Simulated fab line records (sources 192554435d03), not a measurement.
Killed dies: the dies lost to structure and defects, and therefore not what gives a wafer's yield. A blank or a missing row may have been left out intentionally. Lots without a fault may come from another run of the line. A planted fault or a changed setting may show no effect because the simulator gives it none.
fab line records | flow n5-finfet
[record] lots = 5 wafers = 15 last-day = 17
route steps=1938 shown WELL_APT@51 PMOS_HMC_CHANNEL_EPI@57 PASSIVATION@1936
lots with no fault: from the same line, run without faults
start-h: the number of hours between the record's first day and the start of the first shown wafer of the lot | wait-h: hours elapsed since this lot's preceding step | " repeats the value in the row above | L1.1+2: a single row standing in for several wafers | - no value present, or no start provided | * or withheld: withheld | < > ~ a bound
route shown NAME@n: a module of which the file shows steps, and the number in the route of the first | usual: mean and standard deviation over wafers with no fault | same: alike in all rows | chamber/n: place in a boat | sites: each site's reading | _std_site: the standard deviation of these | _edge_site: the outer-site mean with the inner-site mean subtracted | radius-mm: for every site, how far away it sits from the centre of the wafer | mask NAME#n: copy n | behind: the last tool/chamber to shape the wafer | hold: why the lot went on hold/how many hours it stayed there/how the hold came to an end | device: which transistor (n, p or np) failed to switch | end of line: at the end of the route, the tests of the same wafers | a step with no rows: only its recipe | killed: at the first sort, the dies lost to defects and structure; wafer yield is something else | map: the dies of a wafer, with x for killed, . for not killed, _ for no die there
set.NAME: the run value of the setting; set.NAME@STEP: its run value at that earlier step | model.NAME: the simulator's own value behind a step, which no gauge read
a table for each step, a row for each wafer; lots at some steps of the route
services: when a tool's chamber went out of use (start-h, in hours from the record's first day, below 0 if earlier), for how many hours, and the reason
[[steps]]
[step N5_WELL_APT_OXIDE_STRIP_42]
[recipe] chemistry = dHF dilution = 25:1 time-s = 45 temp-c = 25 target = SiO2 target-depth-a = 120
[step N5_WELL_APT_PRECLEAN_36]
[recipe] chemistry = O3/DIW time-s = 45 temp-c = 22 o3-ppm = 10
[step N5_WELL_APT_PRECLEAN_39]
[recipe] chemistry = dHF time-s = 60 dilution = 150:1 temp-c = 25
[step N5_WELL_APT_SRD_37]
[recipe] dry = ipa-marangoni do-ppb = 5 time-s = 30 temp-c = 23 rinse-liquid = diw
[step N5_WELL_APT_EPI_41]
[recipe] material = Si target-thk-a = 500 temp-c = 650 precursor = SiH4/H2 pressure-torr = 20 time-s = 297.7
[step N5_PMOS_HMC_CHANNEL_EPI_HM_DEP_34]
[recipe] material = SiO2 target-thk-a = 360 temp-c = 400 precursor = TEOS/O2 pressure-torr = 6.5 rf-w = 900 teos-flow-sccm = 161.4 gas = O2 flow-sccm = 2650 time-s = 6.9
[step N5_PMOS_HMC_CHANNEL_EPI_COAT_31]
[recipe] resist = BARC temp-c = 205 time-s = 60 spin-rpm = 1500 resist-thk-nm = 66
[step N5_PMOS_HMC_CHANNEL_EPI_COAT_03]
[recipe] resist = CAR-ArF-block spin-rpm = 1500 resist-thk-nm = 205
[step N5_PMOS_HMC_CHANNEL_EPI_EBR_05]
[recipe] solvent = PGMEA ebr-width-mm = 1.5
[step N5_PMOS_HMC_CHANNEL_EPI_SOFTBAKE_04]
[recipe] temp-c = 110 time-s = 60 resist = CAR-ArF-block
[step N5_PMOS_HMC_CHANNEL_EPI_EXPOSE_06]
[recipe] mask-id = PMOS_HMC_BLK na = 1.35 source-shape = conventional sigma-outer = 0.8 polarization = unpolarized target-cd-nm = 240 dose-mj = 41
[step N5_PMOS_HMC_CHANNEL_EPI_PEB_07]
[recipe] peb-temp-c = 110 peb-time-s = 60 resist = CAR-ArF-block
// columns lot.wafer tool chamber start-h wait-h
L687.1+3+6 litho-track-05 0 65.84 0.1
L690.1+2+6 litho-track-05 0 83.36 0.1
L693.2+5+6 litho-track-05 0 101.80 0.0
L695.3+5+6 litho-track-05 0 113.16 0.0
L698.3+4+6 litho-track-05 0 131.29 0.0
[step N5_PMOS_HMC_CHANNEL_EPI_DEVELOP_08]
[recipe] develop-time-s = 30 developer = TMAH resist = CAR-ArF-block dev-temp-c = 23 rinse-liquid = diw dry = air-spin
[step N5_PMOS_HMC_CHANNEL_EPI_CD_MEAS_09]
[recipe] target-cd-nm = 237.4 landing-energy-ev = 500 detector = se-inlens
[usual] cd-nm = 238.3/1
// columns lot.wafer tool chamber start-h wait-h cd-nm
L687.1 cd-sem-02 0 65.91 - 237.1
L687.3 " 0 " " 238.6
L687.6 " 0 " " 237.4
L690.1 cd-sem-01 0 83.43 - 239.4
L690.2 " 0 " " 238.5
L690.6 " 0 " " 238.5
L693.2 cd-sem-03 0 101.86 - 243.7
L693.5 " 0 " " 244.3
L693.6 " 0 " " 242.6
L695.3 cd-sem-02 0 113.22 - 244.5
L695.5 " 0 " " 242.9
L695.6 " 0 " " 245.0
L698.3 cd-sem-02 0 131.36 - 243.0
L698.4 " 0 " " 242.6
L698.6 " 0 " " 242.6
[step N5_PMOS_HMC_CHANNEL_EPI_DESCUM_14]
[recipe] chemistry = O2 time-s = 7.9 source-power-w = 50 bias-power-w = 20 pressure-mtorr = 20 rf-frequency-hz = 2.712e+07 temp-c = 40 resist = CAR-ArF-block o2-flow-sccm = 225
[usual] drypump-motor-current-A = 5.80/0.3 oes-product-au = 0.77/0.073 rf-fwd-power-W = 49.35/0.18 rf-vpp-V = 242.5/1.3 showerhead-plenum-p-Torr = 2.05/0.052 throttle-valve-pct = 20.45/0.21
[same] time-s = 7.9
// columns lot.wafer tool chamber start-h wait-h drypump-motor-current-A oes-product-au rf-fwd-power-W rf-hours-counter-h rf-vpp-V showerhead-plenum-p-Torr throttle-valve-pct model.PMOS_HMC_CHANNEL_EPI.cd-nm
L687.1 rie-diel-06 3 66.00 0.0 5.87 0.80 49.39 108 241.4 2.00 20.23 236.6
L687.3 " 0 " " 5.56 0.95 49.23 5 243.1 2.06 20.19 238.1
L687.6 " 2 " " 5.35 0.70 49.67 - 243.6 2.01 20.87 237.3
L690.1 rie-diel-05 2 83.52 0.0 5.32 0.75 49.32 164 242.6 2.06 20.25 238.9
L690.2 " 1 " " 5.77 0.76 49.43 129 243.2 2.19 20.37 238.5
L690.6 " 2 " " 5.33 0.75 49.32 - 243.9 2.06 20.27 238.5
L693.2 rie-diel-06 3 102.01 0.1 5.84 0.79 49.45 118 241.0 2.00 20.24 243.5
L693.5 " 0 " " 5.58 0.91 49.27 - 243.2 2.05 20.19 244.1
L693.6 " 1 " " 5.62 0.77 49.44 - 242.2 2.03 20.51 242.6
L695.3 rie-diel-03 1 113.31 0.0 5.97 0.79 49.04 118 242.8 2.09 20.22 244.8
L695.5 " 0 " " 6.41 0.67 49.44 - 242.2 2.07 20.74 243.2
L695.6 " 3 " " 5.70 0.79 49.11 - 242.5 2.00 20.55 245.2
L698.3 rie-diel-05 1 131.45 0.0 5.75 0.74 49.44 147 244.3 2.19 20.42 242.9
L698.4 " 0 " " 5.51 1.05 49.54 0 244.9 2.12 20.46 242.1
L698.6 " 0 " " 5.50 1.05 49.35 - 244.7 2.12 20.46 242.5
[step N5_PMOS_HMC_CHANNEL_EPI_ETCH_32]
[recipe] chemistry = N2/H2 target = BARC stop-on = SiO2 target-depth-a = 858 over-etch-frac = 0.3 time-s = 50.3 ion-energy-ev = 200 mask-material = CAR-ArF-block pressure-mtorr = 30 source-w = 840 bias-w = 150 n2-flow-sccm = 200 h2-flow-sccm = 200
[step N5_PMOS_HMC_CHANNEL_EPI_HM_OPEN_15]
[recipe] chemistry = CHF3/O2 target = SiO2 mask-material = CAR-ArF-block target-depth-a = 406 CHF3_flow_sccm = 50 O2_flow_sccm = 5 Ar_flow_sccm = 200 time-s = 20.3 pressure-mtorr = 30 source-w = 650 bias-w = 170 ion-energy-ev = 200
[step N5_PMOS_HMC_CHANNEL_EPI_STRIP_33]
[recipe] chemistry = N2/H2 power-w = 500 temp-c = 40 pressure-mtorr = 50 rf-frequency-hz = 6e+07 overash-fraction = 0.3 bias-power-w = 8 h2-frac = 0.5 n2-flow-sccm = 300 h2-flow-sccm = 300
[step N5_PMOS_HMC_CHANNEL_EPI_STRIP_17]
[recipe] chemistry = SPM time-s = 750 temp-c = 130 h2so4-h2o2-vol-ratio = 4 dry = ipa-marangoni
[step N5_PMOS_HMC_CHANNEL_EPI_ETCH_38]
[recipe] chemistry = CF4 target = SiO2 target-depth-a = 15 ion-energy-ev = 350 pressure-mtorr = 10 icp-w = 800 bias-w = 400 cf4-flow-sccm = 80
[step N5_PMOS_HMC_CHANNEL_EPI_FIN_RECESS_16]
[recipe] chemistry = HBr/Cl2 target = Si mask-material = SiO2 target-depth-a = 540 time-s = 18 pressure-mtorr = 10 icp-w = 800 bias-w = 75 HBr_flow_sccm = 150 Cl2_flow_sccm = 80
[usual] drypump-motor-current-A = 5.33/0.27 oes-product-au = 0.993/0.015 rf-fwd-power-W = 795.2/2.8 throttle-valve-pct = 35.6/0.42
[same] time-s = 18
// columns lot.wafer tool chamber start-h wait-h drypump-motor-current-A oes-product-au rf-fwd-power-W rf-hours-counter-h throttle-valve-pct model.PMOS_HMC_CHANNEL_EPI.cd-nm
L687.1 rie-si-03 0 66.46 0.0 5.45 1.002 795.7 169 35.0 240.4
L687.3 " 3 " " 4.95 0.997 797.3 63 35.5 240.6
L687.6 " 3 " " 4.95 0.993 796.1 - 35.5 239.7
L690.1 rie-si-01 2 83.97 0.0 5.32 0.981 800.1 155 36.5 240.3
L690.2 " 0 " " 5.51 1.013 798.8 100 35.7 240.3
L690.6 " 2 " " 5.35 0.986 801.2 - 36.5 239.7
L693.2 rie-si-05 1 102.46 0.0 5.57 0.998 793.7 180 35.1 247.2
L693.5 " 3 " " 5.70 1.002 793.6 - 35.7 245.2
L693.6 " 2 " " 5.47 0.968 791.8 - 35.8 244.1
L695.3 rie-si-05 1 113.77 0.0 5.58 0.991 793.2 181 35.1 248.5
L695.5 " 3 " " 5.71 1.002 793.2 - 35.7 245.4
L695.6 " 0 " " 5.02 0.985 796.4 - 35.3 247.2
L698.3 rie-si-01 1 131.90 0.0 4.85 0.979 794.7 85 36.2 244.8
L698.4 " 2 " " 5.34 0.974 795.5 156 36.5 245.1
L698.6 " 0 " " 5.54 1.009 796.9 - 35.7 245
[step N5_PMOS_HMC_CHANNEL_EPI_PRECLEAN_36]
[recipe] chemistry = O3/DIW time-s = 45 temp-c = 22 o3-ppm = 10
[step N5_PASSIVATION_PROBE_49]
[usual] killed_at_M0_to_M3 = 34/11 killed_at_M4_up = 14/5.6 killed-at-contacts = 13/5.9 killed-at-front-end = 40/11 killed-at-other = 4/3.1 killed-dies = 105/16 killed-on-rim = 14/4.2 killed-open = 68/11 killed-short = 34/8.4
[same] gross-dies = 1180 killed-at-back-side = 0
// columns lot.wafer tool chamber start-h wait-h killed_at_M0_to_M3 killed_at_M4_up killed-at-contacts killed-at-front-end killed-at-other killed-dies killed-on-rim killed-open killed-short
L687.1 prober-02 - 344.63 0.5 36 22 11 18 2 89 8 70 18
L687.3 prober-02 - 344.73 0.6 53 21 9 32 3 118 18 56 61
L687.6 prober-02 - 344.88 0.8 43 19 16 27 4 109 17 77 27
L690.1 prober-02 - 353.82 0.0 47 7 8 29 5 96 22 68 28
L690.2 prober-02 - 353.87 0.1 38 22 8 36 4 108 14 76 30
L690.6 prober-02 - 354.07 0.3 98 8 8 35 6 155 14 89 65
L693.2 prober-02 - 380.93 0.1 49 12 10 44 5 120 7 81 37
L693.5 prober-02 - 381.08 0.2 51 11 9 47 14 132 21 82 44
L693.6 prober-02 - 381.13 0.3 42 10 12 39 9 112 15 71 37
L695.3 prober-02 - 394.25 0.1 16 7 15 52 1 91 13 57 33
L695.5 prober-02 - 394.35 0.2 24 8 22 38 0 92 13 67 21
L695.6 prober-02 - 394.40 0.3 16 6 18 57 8 105 11 62 41
L698.3 prober-02 - 412.88 0.1 51 9 22 29 0 111 11 82 29
// killed by level:class
L687.1 BEOL_M4:geometric-particle:open=14 BEOL_M0_SAQP:geometric-particle:open=11 MOL_CONTACT_COAG:geometric-particle:open=10 BEOL_M2:geometric-particle:open=6 BEOL_M0:geometric-particle:open=5 BEOL_M1:geometric-particle:open=5 FIN_SAQP:geometric-particle:open=4 BEOL_M0_SAQP:geometric-particle:short=4
L687.3 BEOL_M0_SAQP:geometric-particle:short=23 BEOL_M0_SAQP:geometric-particle:open=12 BEOL_M2:geometric-particle:short=8 STI_FIN_REVEAL:geometric-particle:open=8 BEOL_M4:geometric-particle:open=7 MOL_CONTACT_COAG:geometric-particle:open=6 FIN_SAQP:geometric-particle:short=5 BEOL_M1:geometric-particle:open=4
L687.6 MOL_CONTACT_COAG:geometric-particle:open=14 BEOL_M0_SAQP:geometric-particle:open=11 BEOL_M0_SAQP:geometric-particle:short=10 BEOL_M2:geometric-particle:open=8 STARTING-WAFER:geometric-particle:open=6 BEOL_M1:geometric-particle:open=6 STI_FIN_REVEAL:geometric-particle:open=5 BEOL_M3:geometric-particle:open=5
L690.1 BEOL_M1:geometric-particle:open=12 BEOL_M2:geometric-particle:open=11 BEOL_M0_SAQP:geometric-particle:open=11 FIN_SAQP:geometric-particle:short=7 DUMMY_GATE:geometric-particle:open=7 BEOL_M0_SAQP:geometric-particle:short=6 MOL_CONTACT_COAG:geometric-particle:open=4 MOL_CONTACT_COAG:geometric-particle:short=4
L690.2 BEOL_M4:geometric-particle:open=12 BEOL_M1:geometric-particle:open=9 BEOL_M0_SAQP:geometric-particle:open=8 BEOL_M2:geometric-particle:open=8 FIN_SAQP:geometric-particle:open=7 DUMMY_GATE:geometric-particle:open=7 GATE_CUT:geometric-particle:short=6 MOL_CONTACT_COAG:geometric-particle:open=5
L690.6 BEOL_M0_SAQP:geometric-particle:short=39 BEOL_M0_SAQP:geometric-particle:open=25 BEOL_M2:geometric-particle:open=15 FIN_SAQP:geometric-particle:short=8 BEOL_M3:geometric-particle:open=8 STI_FIN_REVEAL:geometric-particle:open=7 MOL_CONTACT_COAG:geometric-particle:open=7 BEOL_M1:geometric-particle:open=6
L693.2 BEOL_M0_SAQP:geometric-particle:short=15 BEOL_M0_SAQP:geometric-particle:open=10 BEOL_M1:geometric-particle:open=10 STI_FIN_REVEAL:geometric-particle:open=9 DUMMY_GATE:geometric-particle:open=8 FIN_SAQP:geometric-particle:open=7 MOL_CONTACT_COAG:geometric-particle:open=6 FIN_SAQP:geometric-particle:short=5
L693.5 BEOL_M0_SAQP:geometric-particle:short=16 BEOL_M0_SAQP:geometric-particle:open=15 BEOL_M2:geometric-particle:open=11 FIN_SAQP:geometric-particle:open=10 MOL_CONTACT_COAG:geometric-particle:open=9 FIN_SAQP:geometric-particle:short=8 BEOL_M0:geometric-particle:open=6 STI_FIN_REVEAL:geometric-particle:open=5
L693.6 MOL_CONTACT_COAG:geometric-particle:open=12 BEOL_M0_SAQP:geometric-particle:short=11 FIN_SAQP:geometric-particle:open=10 BEOL_M2:geometric-particle:open=10 BEOL_M0_SAQP:geometric-particle:open=9 BEOL_M1:geometric-particle:open=9 STI_FIN_REVEAL:geometric-particle:open=6 GATE_CUT:geometric-particle:short=5
L695.3 DUMMY_GATE:geometric-particle:open=13 MOL_CONTACT_COAG:geometric-particle:open=12 FIN_SAQP:geometric-particle:short=10 FIN_SAQP:geometric-particle:open=10 STI_FIN_REVEAL:geometric-particle:open=4 BEOL_M0_SAQP:geometric-particle:short=4 BEOL_M2:geometric-particle:open=3 GATE_CUT:geometric-particle:short=3
L695.5 MOL_CONTACT_COAG:geometric-particle:open=21 BEOL_M1:geometric-particle:open=8 STI_FIN_REVEAL:geometric-particle:open=6 FIN_SAQP:geometric-particle:open=5 DUMMY_GATE:geometric-particle:open=5 GATE_CUT:geometric-particle:short=5 BEOL_M3:geometric-particle:open=4 STARTING-WAFER:geometric-particle:short=4
L695.6 MOL_CONTACT_COAG:geometric-particle:open=14 FIN_SAQP:geometric-particle:short=12 STI_FIN_REVEAL:geometric-particle:open=11 DUMMY_GATE:geometric-particle:open=10 FIN_SAQP:geometric-particle:open=9 GATE_CUT:geometric-particle:short=5 MOL_CONTACT_COAG:geometric-particle:short=4 STARTING-WAFER:geometric-particle:short=4
L698.3 BEOL_M3:geometric-particle:open=17 MOL_CONTACT_COAG:geometric-particle:open=16 BEOL_M0_SAQP:geometric-particle:open=11 BEOL_M0_SAQP:geometric-particle:short=8 FIN_SAQP:geometric-particle:open=7 MOL_CONTACT_COAG:geometric-particle:short=6 BEOL_M1:geometric-particle:open=6 BEOL_M4:geometric-particle:open=6
[[services]]
// columns tool chamber start-h hours kind
rie-diel-06 2 42.27 12.2 repair
rie-si-05 2 47.64 4.9 repair
rie-si-01 2 52.77 12.3 repair
rie-si-03 0 62.68 2.8 repair
rie-diel-05 2 75.18 5.8 repair
rie-diel-05 0 87.02 11.6 repair
rie-diel-06 - 90.88 0.7 repair
rie-diel-05 0 98.68 - clean
rie-diel-05 0 98.68 - consumable-replace:focus-ring
rie-diel-05 0 98.68 32.0 scheduled-down
rie-diel-05 0 98.68 32.0 vent-cycle
rie-diel-03 0 116.90 - clean
rie-diel-03 0 116.90 - consumable-replace:esc
rie-diel-03 0 116.90 - consumable-replace:focus-ring
rie-diel-03 0 116.90 35.8 scheduled-down
rie-diel-03 0 116.90 35.8 vent-cycle
rie-si-01 - 117.01 2.8 pm
[[key]]
[first-sign] step = N5_PMOS_HMC_CHANNEL_EPI_CD_MEAS_09 reading = cd-nm direction = up sigmas = 5.1 usual = 238.3 struck = 243.5 through = control-loop
effect none on later readings
[model-effect] step = N5_PMOS_HMC_CHANNEL_EPI_DESCUM_14 value = PMOS_HMC_CHANNEL_EPI.cd-nm without = 238.8 struck = 243.4
[model-effect] step = N5_PMOS_HMC_CHANNEL_EPI_FIN_RECESS_16 value = PMOS_HMC_CHANNEL_EPI.cd-nm without = 241.3 struck = 245.9
met-at N5_PMOS_HMC_CHANNEL_EPI_PEB_07
struck-wafers L693.2,L693.5,L693.6,L695.3,L695.5,L695.6,L698.3,L698.4,L698.6
tester-left-out L693,L695,L698
[loop-trim] step = N5_PMOS_HMC_CHANNEL_EPI_EXPOSE_06 setting = dose lots = L698
onset-between 83.36 101.80
also-fits time
[fault] kind = process-parameter-drift tool = litho-track-05 chamber = - onset-h = 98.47 steps = N5_PMOS_HMC_CHANNEL_EPI_PEB_07 channel = peb-time-s offset = * shape = step end-h = 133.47 acts-in = * stated = *
// tester-left-out: of these lots the tester's yield and bins aren't shown, on N5 and GAA mostly nor the transistor test; their killed dies are dies lost to structure and defects alone, not to doping, threshold or leakage, so they don't give the yield
// loop-trim: a control loop set the setting to another value than it would have without faults
